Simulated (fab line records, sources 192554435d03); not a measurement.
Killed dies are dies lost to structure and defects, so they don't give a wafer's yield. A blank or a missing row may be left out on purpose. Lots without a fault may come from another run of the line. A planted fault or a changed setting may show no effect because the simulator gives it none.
Chamber matching | flow n5_finfet | N5_BEOL_M13_DEP_53 on pecvd-04: 3 sister chambers
The step deposits SiCN from 3MS/NH3, target thk 50 nm, time 17.8 s. 3 wafers are shown with their chamber, then 11 later ones without.

WAFERS WITH THEIR CHAMBER
wafer  | chamber | throttle_valve_pct (%)
L090.4 | 0       | 17.4
L090.6 | 1       | 18.6
L093.2 | 2       | 17.2

WAFERS WITHOUT THEIR CHAMBER
wafer  | throttle_valve_pct (%)
L093.4 | 17.0
L093.5 | 17.0
L091.2 | 17.3
L091.4 | 18.6
L091.5 | 17.0
L095.2 | 17.2
L095.3 | 17.1
L095.5 | 18.6
L097.2 | 17.3
L097.3 | 17.3
L097.5 | 17.0

WHICH CHAMBER EACH WENT THROUGH
wafer  | from the rows above     | in truth
L093.4 | can't be placed: 2 or 0 | 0
L093.5 | can't be placed: 2 or 0 | 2
L091.2 | can't be placed: 0 or 2 | 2
L091.4 | 1                       | 1
L091.5 | can't be placed: 2 or 0 | 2
L095.2 | can't be placed: 2 or 0 | 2
L095.3 | can't be placed: 2 or 0 | 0
L095.5 | 1                       | 1
L097.2 | can't be placed: 0 or 2 | 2
L097.3 | can't be placed: 0 or 2 | 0
L097.5 | can't be placed: 2 or 0 | 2
Placed correctly: 2 of 11. Can't be placed from these rows: 9 (the true chamber is among the candidates in 9). Placed wrongly: 0.
How it was worked out, from the rows above alone: a wafer's distance from a chamber is the root of the sum, over the readings, of the square of ((its reading less the chamber's mean) divided by the reading's scatter). The wafer belongs to the nearest chamber; if the next one is less than 2 further off, it can't be placed. A chamber's mean is the mean of its shown wafers. The scatter: with one shown wafer a chamber, the root of the mean of the squares of how far each hidden wafer lies from its nearest shown one.
